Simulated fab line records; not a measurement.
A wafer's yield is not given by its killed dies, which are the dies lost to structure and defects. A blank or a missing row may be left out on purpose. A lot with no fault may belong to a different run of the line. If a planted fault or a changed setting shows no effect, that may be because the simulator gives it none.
Matching of chambers -- flow nand_harc -- ald_hk-01 running NHARC_A_CHANNEL_FILL_D2_ALD_25: 4 sister chambers
The step deposits SiOx, target thk 60 nm, pulse time 10 s, ald cycles 600. 8 wafers are shown with their chamber, then 10 later ones without.

WAFERS WITH THEIR CHAMBER
wafer,chamber,heater_power_w (W),precursor_pulse_height_rel
L075.6,2,507,0.986
L082.4,0,511,1.006
L082.6,1,568,1.013
L085.3,0,510,0.989
L085.4,1,584,1.003
L085.2,3,449,1.008
L090.2,2,547,0.980
L090.5,3,415,1.026

WAFERS WITHOUT THEIR CHAMBER
wafer,heater_power_w (W),precursor_pulse_height_rel
L090.6,503,1.020
L094.4,540,1.010
L094.3,414,1.021
L094.6,508,0.994
L095.4,550,0.975
L095.1,528,0.987
L095.5,420,1.024
L096.2,405,1.020
L096.3,543,1.052
L096.6,505,1.005

THE CHAMBER EACH PASSED THROUGH
wafer,from the rows above,in truth
L090.6,can't be placed: 0 or 3 or 1 or 2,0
L094.4,can't be placed: 1 or 0 or 2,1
L094.3,3,3
L094.6,can't be placed: 0 or 2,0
L095.4,can't be placed: 2 or 0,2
L095.1,can't be placed: 2 or 0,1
L095.5,3,3
L096.2,3,3
L096.3,can't be placed: 1 or 0 or 3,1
L096.6,can't be placed: 0 or 2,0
Correct placement for 3 of the 10. Cannot be placed on the basis of these rows: 7; the candidates contain the true chamber in 6. Placed wrongly: 0.
How it was worked out, from the rows above alone: a wafer's distance from a chamber is the root of the sum, over the readings, of the square of ((its reading less the chamber's mean) divided by the reading's scatter). If the next closest chamber is less than 2 further off than the closest, the wafer can't be placed; otherwise it belongs to the closest. Each chamber's mean is taken over the wafers shown for it. How the scatter is found: for the shown wafers, subtract from each reading the mean of its chamber, square and add these, divide the total by (wafers less chambers), then take the root.
